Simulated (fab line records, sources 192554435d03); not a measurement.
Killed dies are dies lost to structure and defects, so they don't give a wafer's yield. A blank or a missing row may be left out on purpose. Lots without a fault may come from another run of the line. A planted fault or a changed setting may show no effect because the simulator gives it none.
Chamber matching | flow n5_finfet | N5_BEOL_M3_PRE_CLEAN_60 on cvd_co-01: 3 sister chambers
The step time 15 s. 3 wafers are shown with their chamber, then 11 later ones without.

WAFERS WITH THEIR CHAMBER
wafer  | chamber | heater_power_w (W)
L088.4 | 2       | 44
L088.6 | 1       | 76
L089.1 | 0       | 117

WAFERS WITHOUT THEIR CHAMBER
wafer  | heater_power_w (W)
L089.3 | 44
L089.6 | 77
L091.3 | 117
L091.4 | 75
L091.6 | 45
L093.2 | 122
L093.5 | 78
L093.6 | 44
L096.3 | 76
L096.5 | 75
L096.6 | 117

WHICH CHAMBER EACH WENT THROUGH
wafer  | from the rows above | in truth
L089.3 | 2                   | 2
L089.6 | 1                   | 1
L091.3 | 0                   | 0
L091.4 | 1                   | 1
L091.6 | 2                   | 2
L093.2 | 0                   | 0
L093.5 | 1                   | 1
L093.6 | 2                   | 2
L096.3 | 1                   | 1
L096.5 | 1                   | 1
L096.6 | 0                   | 0
Placed correctly: 11 of 11. Can't be placed from these rows: 0. Placed wrongly: 0.
How it was worked out, from the rows above alone: a wafer's distance from a chamber is the root of the sum, over the readings, of the square of ((its reading less the chamber's mean) divided by the reading's scatter). The wafer belongs to the nearest chamber; if the next one is less than 2 further off, it can't be placed. A chamber's mean is the mean of its shown wafers. The scatter: with one shown wafer a chamber, the root of the mean of the squares of how far each hidden wafer lies from its nearest shown one.
